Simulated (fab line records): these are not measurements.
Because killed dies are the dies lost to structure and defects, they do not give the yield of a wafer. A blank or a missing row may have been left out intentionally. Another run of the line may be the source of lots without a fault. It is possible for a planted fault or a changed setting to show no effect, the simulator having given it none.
Which of the tools did it? -- flow n5-finfet -- Sampling: 24 lots, 72 wafers, 6 of 1938 route steps

## WHAT EACH GAUGE READ, for each wafer
N5_BEOL_M5_CD_MEAS_35: target cd 28 nm, target cd y 24 nm. Usual: cd-nm at 27.9 nm, with a standard deviation of 0.34.
lot,measured,on,cd-nm (nm),flag
L074,day 8 06:40,cd-sem-01,27.7 27.9 28.3,
L075,day 8 09:15,cd-sem-01,28.0 27.9 27.8,
L076,day 8 17:59,cd-sem-01,28.1 27.6 27.7,
L077,day 8 22:47,cd-sem-02,28.2 28.5 27.6,
L078,day 9 05:11,cd-sem-03,28.0 28.6 28.2,
L079,day 9 16:14,cd-sem-02,27.5 27.8 27.8,
L080,day 9 16:31,cd-sem-03,27.5 27.6 27.7,
L081,day 10 09:22,cd-sem-01,27.7 27.5 27.3,
L083,day 11 07:34,cd-sem-01,27.7 27.9 27.3,
L082,day 11 20:11,cd-sem-02,27.8 27.8 28.1,
L085,day 11 20:30,cd-sem-02,28.2 28.4 28.0,
L086,day 12 03:13,cd-sem-01,27.8 28.3 28.3,
L087,day 12 04:03,cd-sem-03,28.4 27.4 28.5,
L084,day 12 06:50,cd-sem-02,27.7 27.6 27.7,
L089,day 13 02:47,cd-sem-01,27.6 28.1 28.1,
L088,day 13 06:09,cd-sem-03,28.0 27.5 27.8,
L091,day 13 10:31,cd-sem-03,27.2 27.4 27.9,
L094,day 13 14:30,cd-sem-03,27.9 28.6 28.0,
L090,day 13 19:55,cd-sem-03,28.2 28.1 28.0,
L093,day 14 04:35,cd-sem-01,27.3 27.3 28.4,
L096,day 14 07:25,cd-sem-02,27.2 27.9 27.1,
L092,day 14 11:05,cd-sem-03,27.8 28.4 28.0,
L095,day 14 11:21,cd-sem-01,27.6 28.2 27.3,
L097,day 14 21:41,cd-sem-03,28.0 27.9 27.7,

N5_BEOL_M5_RS_MEAS_57: the measuring method here is four-point-probe. Usual: M5_RS typically reads 0.394 ohm/sq, with standard deviation 0.013.
lot,measured,on,M5_RS (ohm/sq),flag
L074,day 8 13:31,film-metro-02,0.412 0.393 0.396,
L075,day 8 18:32,film-metro-02,0.390 0.406 0.389,
L076,day 9 02:04,film-metro-02,0.375 0.389 0.388,
L077,day 9 05:53,film-metro-01,0.365 0.388 0.364,
L078,day 9 13:52,film-metro-02,0.406 0.399 0.401,
L079,day 9 22:43,film-metro-02,0.399 0.398 0.398,
L080,day 11 11:00,film-metro-01,0.395 0.385 0.386,
L081,day 10 17:59,film-metro-01,0.388 0.388 0.377,
L083,day 11 15:08,film-metro-02,0.384 0.396 0.385,
L082,day 12 02:55,film-metro-01,0.397 0.410 0.380,
L085,day 12 04:26,film-metro-02,0.395 0.396 0.391,
L086,day 12 11:19,film-metro-01,0.407 0.398 0.418,
L087,day 12 12:14,film-metro-02,0.378 0.384 0.398,
L084,day 12 15:38,film-metro-02,0.397 0.394 0.384,
L089,day 13 09:26,film-metro-02,0.370 0.391 0.374,
L088,day 13 13:23,film-metro-02,0.386 0.391 0.398,
L091,day 13 18:22,film-metro-01,0.404 0.407 0.401,
L094,day 13 21:27,film-metro-01,0.380 0.383 0.383,
L090,day 14 02:28,film-metro-02,0.408 0.394 0.380,
L093,day 14 11:22,film-metro-01,0.407 0.418 0.364,
L096,day 14 14:04,film-metro-01,0.411 0.380 0.396,
L092,day 14 19:00,film-metro-01,0.400 0.403 0.426,
L095,day 14 22:01,film-metro-01,0.404 0.389 0.411,
L097,day 15 04:35,film-metro-01,0.387 0.403 0.375,

## WHICH TOOL RAN EACH LOT (tool, then ch and the chambers of the sampled wafers, then the start)
lot,N5_BEOL_M5_ETCH_75,N5_BEOL_M5_STRIP_36,N5_BEOL_M5_SPUTTER_48,N5_BEOL_M5_CO_CAP_78
L074,"rie-diel-01 ch 1,2, day 8 06:07","rie-diel-01 ch 1,2, day 8 06:19","pvd-sputter-02, day 8 07:58","cvd-co-02 ch 0,1, day 8 13:18"
L075,"rie-diel-03 ch 0,1, day 8 08:42","rie-diel-03 ch 0,1, day 8 08:53","pvd-sputter-02, day 8 12:49","cvd-co-02 ch 0,1,2, day 8 18:21"
L076,"rie-diel-04 ch 1,2,3, day 8 17:26","rie-diel-04 ch 1,2,3, day 8 17:38","pvd-sputter-02, day 8 20:39","cvd-co-02 ch 0,2, day 9 01:52"
L077,"rie-diel-01 ch 0,1, day 8 22:15","rie-diel-01 ch 0,1, day 8 22:26","pvd-sputter-01, day 9 00:20","cvd-co-02 ch 0,1,2, day 9 05:43"
L078,"rie-diel-01 ch 2,3, day 9 04:39","rie-diel-01 ch 2,3, day 9 04:51","pvd-sputter-03, day 9 08:19","cvd-co-01 ch 1,2, day 9 13:38"
L079,"rie-diel-01 ch 2, day 9 14:58","rie-diel-01 ch 2, day 9 15:33","pvd-sputter-02, day 9 17:15","cvd-co-01 ch 0,1, day 9 22:30"
L080,"rie-diel-04 ch 0,1,3, day 9 15:59","rie-diel-04 ch 0,1,3, day 9 16:10","pvd-sputter-01, day 9 19:13","cvd-co-02 ch 0,2, day 11 10:49"
L081,"rie-diel-03 ch 0,2,3, day 10 08:50","rie-diel-03 ch 0,2,3, day 10 09:01","pvd-sputter-02, day 10 12:31","cvd-co-01 ch 0,1, day 10 17:46"
L083,"rie-diel-04 ch 0,3, day 11 07:01","rie-diel-04 ch 0,3, day 11 07:13","pvd-sputter-03, day 11 09:43","cvd-co-01 ch 0,1, day 11 14:56"
L082,"rie-diel-01 ch 0,2,3, day 11 19:38","rie-diel-01 ch 0,2,3, day 11 19:50","pvd-sputter-03, day 11 21:29","cvd-co-01 ch 0,1, day 12 02:43"
L085,"rie-diel-04 ch 1,2, day 11 19:58","rie-diel-04 ch 1,2, day 11 20:09","pvd-sputter-02, day 11 21:34","cvd-co-02 ch 0,1,2, day 12 04:15"
L086,"rie-diel-01 ch 1,2,3, day 12 02:40","rie-diel-01 ch 1,2,3, day 12 02:52","pvd-sputter-02, day 12 05:55","cvd-co-02 ch 0,2, day 12 11:08"
L087,"rie-diel-04 ch 0,1,3, day 12 03:31","rie-diel-04 ch 0,1,3, day 12 03:42","pvd-sputter-03, day 12 06:46","cvd-co-01 ch 0,2, day 12 12:02"
L084,"rie-diel-04 ch 0,1,3, day 12 06:18","rie-diel-04 ch 0,1,3, day 12 06:29","pvd-sputter-01, day 12 10:13","cvd-co-02 ch 0,1, day 12 15:26"
L089,"rie-diel-04 ch 0,2,3, day 13 02:15","rie-diel-04 ch 0,2,3, day 13 02:26","pvd-sputter-03, day 13 04:01","cvd-co-01 ch 0,1,2, day 13 09:17"
L088,"rie-diel-03 ch 2,3, day 13 05:37","rie-diel-03 ch 2,3, day 13 05:49","pvd-sputter-01, day 13 07:45","cvd-co-02 ch 0,1, day 13 13:12"
L091,"rie-diel-03 ch 0,2,3, day 13 09:59","rie-diel-03 ch 0,2,3, day 13 10:10","pvd-sputter-01, day 13 12:26","cvd-co-01 ch 0,1,2, day 13 18:10"
L094,"rie-diel-01 ch 0,1,2, day 13 13:58","rie-diel-01 ch 0,1,2, day 13 14:09","pvd-sputter-02, day 13 16:02","cvd-co-01 ch 0,1, day 13 21:16"
L090,"rie-diel-01 ch 0,1,2, day 13 19:23","rie-diel-01 ch 0,1,2, day 13 19:34","pvd-sputter-01, day 13 21:03","cvd-co-01 ch 0,2, day 14 02:16"
L093,"rie-diel-01 ch 0,1,3, day 14 04:02","rie-diel-01 ch 0,1,3, day 14 04:14","pvd-sputter-03, day 14 05:58","cvd-co-02 ch 1,2, day 14 11:11"
L096,"rie-diel-01 ch 0,2,3, day 14 06:53","rie-diel-01 ch 0,2,3, day 14 07:05","pvd-sputter-02, day 14 08:40","cvd-co-01 ch 0,1,2, day 14 13:53"
L092,"rie-diel-03 ch 0,1,3, day 14 10:32","rie-diel-03 ch 0,1,3, day 14 10:44","pvd-sputter-02, day 14 13:22","cvd-co-02 ch 1,2, day 14 18:49"
L095,"rie-diel-01 ch 0,1,3, day 14 10:49","rie-diel-01 ch 0,1,3, day 14 11:00","pvd-sputter-03, day 14 14:06","cvd-co-01 ch 0,2, day 14 21:48"
L097,"rie-diel-04 ch 0,1, day 14 21:08","rie-diel-04 ch 0,1, day 14 21:19","pvd-sputter-01, day 14 23:07","cvd-co-01 ch 0,2, day 15 04:22"
- N5_BEOL_M5_ETCH_75: etches underlayer in N2/H2, target depth 6.5 nm, time 5.2 s.
- N5_BEOL_M5_STRIP_36: strips in N2/H2.
- N5_BEOL_M5_SPUTTER_48: material Cu, target thk 15 nm, time 27.62 s.
- N5_BEOL_M5_CO_CAP_78: material Co, precursor CCTBA/H2, target thk 2 nm, time 102.1 s.

## WHAT THE TOOLS THEMSELVES READ (means of the sampled wafers that have a number; where no wafer has one, the mark that the record gives instead)
N5_BEOL_M5_ETCH_75. Usual: bias-w 150.0 W, standard deviation 0.43; drypump-motor-current-A 5.8 A, standard deviation 0.71; etch-rf-on-time-s 5.29 s, standard deviation 0.13; oes-product-au 0.64 a.u., standard deviation 0.051; rf-vpp-V 523.1 V, standard deviation 2.4; showerhead-plenum-p-Torr 2.51 Torr, standard deviation 0.076; throttle-valve-pct 17.79 %, standard deviation 0.19.
lot,tool,bias-w (W),drypump-motor-current-A (A),etch-rf-on-time-s (s),oes-product-au (a.u.),rf-vpp-V (V),showerhead-plenum-p-Torr (Torr),throttle-valve-pct (%),flag
L074,rie-diel-01,149.9,5.0,5.41,0.60,520.9,2.45,17.81,
L075,rie-diel-03,150.5,5.7,5.35,0.71,525.3,2.58,17.41,
L076,rie-diel-04,149.4,6.0,5.19,0.69,523.5,2.54,17.65,
L077,rie-diel-01,150.0,5.4,5.21,0.65,522.4,2.50,17.86,
L078,rie-diel-01,149.8,5.6,5.33,0.65,523.8,2.52,17.65,
L079,rie-diel-01,150.2,5.2,5.35,0.61,522.9,2.53,17.62,
L080,rie-diel-04,149.8,5.6,5.27,0.64,525.5,2.59,17.81,
L081,rie-diel-03,150.5,6.5,5.23,0.64,523.6,2.50,17.90,
L083,rie-diel-04,150.2,6.3,5.25,0.66,523.6,2.52,17.82,
L082,rie-diel-01,149.9,5.8,5.20,0.66,523.6,2.52,17.76,
L085,rie-diel-04,150.3,5.3,5.28,0.65,525.2,2.59,17.71,
L086,rie-diel-01,149.5,5.5,5.32,0.63,521.4,2.47,17.79,
L087,rie-diel-04,149.6,5.6,5.31,0.62,525.9,2.58,17.85,
L084,rie-diel-04,149.9,5.6,5.36,0.63,524.9,2.58,17.84,
L089,rie-diel-04,149.6,6.2,5.34,0.66,522.5,2.52,17.68,
L088,rie-diel-03,149.7,6.6,5.21,0.62,521.2,2.44,18.00,
L091,rie-diel-03,150.0,6.5,5.28,0.62,523.4,2.49,17.93,
L094,rie-diel-01,149.9,5.2,5.30,0.61,522.8,2.48,17.82,
L090,rie-diel-01,149.7,5.2,5.32,0.60,522.2,2.48,17.85,
L093,rie-diel-01,149.8,5.7,5.22,0.65,522.0,2.47,17.89,
L096,rie-diel-01,150.2,5.8,5.23,0.65,523.0,2.51,17.79,
L092,rie-diel-03,150.0,6.1,5.36,0.64,524.1,2.54,17.72,
L095,rie-diel-01,150.2,5.6,5.31,0.64,522.6,2.47,17.89,
L097,rie-diel-04,150.0,5.2,5.27,0.60,526.3,2.63,17.88,

N5_BEOL_M5_STRIP_36. Usual: drypump-motor-current-A 5.8 A, standard deviation 0.71; oes-product-au 0.76 a.u., standard deviation 0.061; rf-vpp-V 59.0 V, standard deviation 1.5; showerhead-plenum-p-Torr 2.51 Torr, standard deviation 0.077; throttle-valve-pct 23.54 %, standard deviation 0.22.
lot,tool,drypump-motor-current-A (A),oes-product-au (a.u.),rf-vpp-V (V),showerhead-plenum-p-Torr (Torr),throttle-valve-pct (%),flag
L074,rie-diel-01,5.0,0.72,59.5,2.45,23.59,
L075,rie-diel-03,5.7,0.84,58.2,2.57,23.12,
L076,rie-diel-04,6.0,0.82,58.8,2.53,23.44,
L077,rie-diel-01,5.4,0.76,59.0,2.50,23.53,
L078,rie-diel-01,5.6,0.76,61.3,2.51,23.46,
L079,rie-diel-01,5.2,0.71,59.7,2.53,23.38,
L080,rie-diel-04,5.6,0.75,59.6,2.58,23.60,
L081,rie-diel-03,6.5,0.76,58.6,2.50,23.70,
L083,rie-diel-04,6.3,0.78,57.4,2.52,23.61,
L082,rie-diel-01,5.7,0.78,57.3,2.51,23.50,
L085,rie-diel-04,5.3,0.76,60.2,2.59,23.48,
L086,rie-diel-01,5.5,0.75,59.0,2.46,23.57,
L087,rie-diel-04,5.6,0.74,61.0,2.58,23.62,
L084,rie-diel-04,5.6,0.75,59.4,2.58,23.64,
L089,rie-diel-04,6.2,0.78,58.3,2.51,23.41,
L088,rie-diel-03,6.5,0.72,58.4,2.44,23.77,
L091,rie-diel-03,6.5,0.75,57.8,2.49,23.74,
L094,rie-diel-01,5.2,0.72,60.6,2.48,23.55,
L090,rie-diel-01,5.3,0.71,57.9,2.48,23.56,
L093,rie-diel-01,5.6,0.76,59.3,2.47,23.62,
L096,rie-diel-01,5.7,0.75,57.8,2.51,23.54,
L092,rie-diel-03,6.1,0.76,60.5,2.54,23.47,
L095,rie-diel-01,5.6,0.75,57.3,2.47,23.63,
L097,rie-diel-04,5.2,0.70,58.7,2.63,23.59,

N5_BEOL_M5_SPUTTER_48. Usual: throttle-valve-pct at 30.2 %, with a standard deviation of 1.1.
lot,tool,throttle-valve-pct (%),flag
L074,pvd-sputter-02,29.2,
L075,pvd-sputter-02,30.1,
L076,pvd-sputter-02,29.6,
L077,pvd-sputter-01,30.6,
L078,pvd-sputter-03,29.6,
L079,pvd-sputter-02,30.0,
L080,pvd-sputter-01,30.0,
L081,pvd-sputter-02,30.1,
L083,pvd-sputter-03,30.6,
L082,pvd-sputter-03,30.7,
L085,pvd-sputter-02,31.2,
L086,pvd-sputter-02,30.5,
L087,pvd-sputter-03,30.1,
L084,pvd-sputter-01,30.5,
L089,pvd-sputter-03,30.4,
L088,pvd-sputter-01,30.6,
L091,pvd-sputter-01,30.5,
L094,pvd-sputter-02,30.0,
L090,pvd-sputter-01,30.1,
L093,pvd-sputter-03,30.1,
L096,pvd-sputter-02,29.5,
L092,pvd-sputter-02,30.5,
L095,pvd-sputter-03,29.5,
L097,pvd-sputter-01,30.0,

N5_BEOL_M5_CO_CAP_78. Usual: heater-power-w at 234 W, with a standard deviation of 9.4.
lot,tool,heater-power-w (W),flag
L074,cvd-co-02,230,
L075,cvd-co-02,225,
L076,cvd-co-02,228,
L077,cvd-co-02,228,
L078,cvd-co-01,230,
L079,cvd-co-01,242,
L080,cvd-co-02,222,
L081,cvd-co-01,240,
L083,cvd-co-01,245,
L082,cvd-co-01,247,
L085,cvd-co-02,231,
L086,cvd-co-02,222,
L087,cvd-co-01,236,
L084,cvd-co-02,229,
L089,cvd-co-01,243,
L088,cvd-co-02,236,
L091,cvd-co-01,240,
L094,cvd-co-01,243,
L090,cvd-co-01,239,
L093,cvd-co-02,229,
L096,cvd-co-01,240,
L092,cvd-co-02,225,
L095,cvd-co-01,234,
L097,cvd-co-01,238,

## THE ANSWER, worked out from the rows above alone
Rule: take the mean of a lot's wafers that have a number; if it is more than 3 standard deviations from the usual mean, the lot is off. Also off: a lot with no number at a reading for which 4 or more lots have one. Where the step has rows for the other lots, those lots are counted as sound. After the gauges, taken in route order, come the tools' own readings; for these a lot's mean is taken, as printed above. At the first step where some lot is off, the reading lying furthest off is the one used; lots without a number count as furthest.
None of the lots is off at any reading shown; this tells nothing.

## WHAT WAS PUT IN BY THE SIMULATOR
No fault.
